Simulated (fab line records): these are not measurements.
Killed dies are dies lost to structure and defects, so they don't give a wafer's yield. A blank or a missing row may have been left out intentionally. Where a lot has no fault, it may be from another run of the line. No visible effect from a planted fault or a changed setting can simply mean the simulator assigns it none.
Matching of chambers :: flow n5-finfet :: 4 sister chambers for N5_HKMG_FIN_ETCH_35 on rie-diel-05
The step etches SOC in N2/H2, target depth 215.8 nm, time 243.4 s. 4 wafers are shown with their chamber, then 9 later ones without.

== WAFERS PAIRED WITH THEIR CHAMBERS ==
wafer: L085.3
chamber: 1
drypump-motor-current-A (A): 6.4

wafer: L085.6
chamber: 3
drypump-motor-current-A (A): 4.9

wafer: L088.3
chamber: 2
drypump-motor-current-A (A): 5.2

wafer: L088.6
chamber: 0
drypump-motor-current-A (A): 5.9

== WAFERS MISSING THEIR CHAMBER ==
wafer: L090.2
drypump-motor-current-A (A): 6.0

wafer: L090.5
drypump-motor-current-A (A): 6.5

wafer: L090.6
drypump-motor-current-A (A): 5.9

wafer: L093.3
drypump-motor-current-A (A): 4.9

wafer: L093.5
drypump-motor-current-A (A): 5.2

wafer: L093.6
drypump-motor-current-A (A): 6.5

wafer: L094.1
drypump-motor-current-A (A): 5.9

wafer: L094.3
drypump-motor-current-A (A): 6.4

wafer: L094.5
drypump-motor-current-A (A): 5.2

== WHICH CHAMBER EACH WENT THROUGH ==
wafer: L090.2
from the rows above: 0
in truth: 0

wafer: L090.5
from the rows above: 1
in truth: 1

wafer: L090.6
from the rows above: 0
in truth: 0

wafer: L093.3
from the rows above: 3
in truth: 3

wafer: L093.5
from the rows above: 2
in truth: 2

wafer: L093.6
from the rows above: 1
in truth: 1

wafer: L094.1
from the rows above: 0
in truth: 0

wafer: L094.3
from the rows above: 1
in truth: 1

wafer: L094.5
from the rows above: 2
in truth: 2
Correctly placed: 9 of 9. Number that these rows cannot place: 0. 0 placed wrongly.
How it was worked out, from the rows above alone: a wafer's distance from a chamber is the root of the sum, over the readings, of the square of ((its reading less the chamber's mean) divided by the reading's scatter). The wafer belongs to the nearest chamber; if the next one is less than 2 further off, it can't be placed. A chamber's mean is the mean of its shown wafers. The scatter (one wafer shown for each chamber): square how far every hidden wafer sits from the nearest shown wafer, average those squares and take the square root.
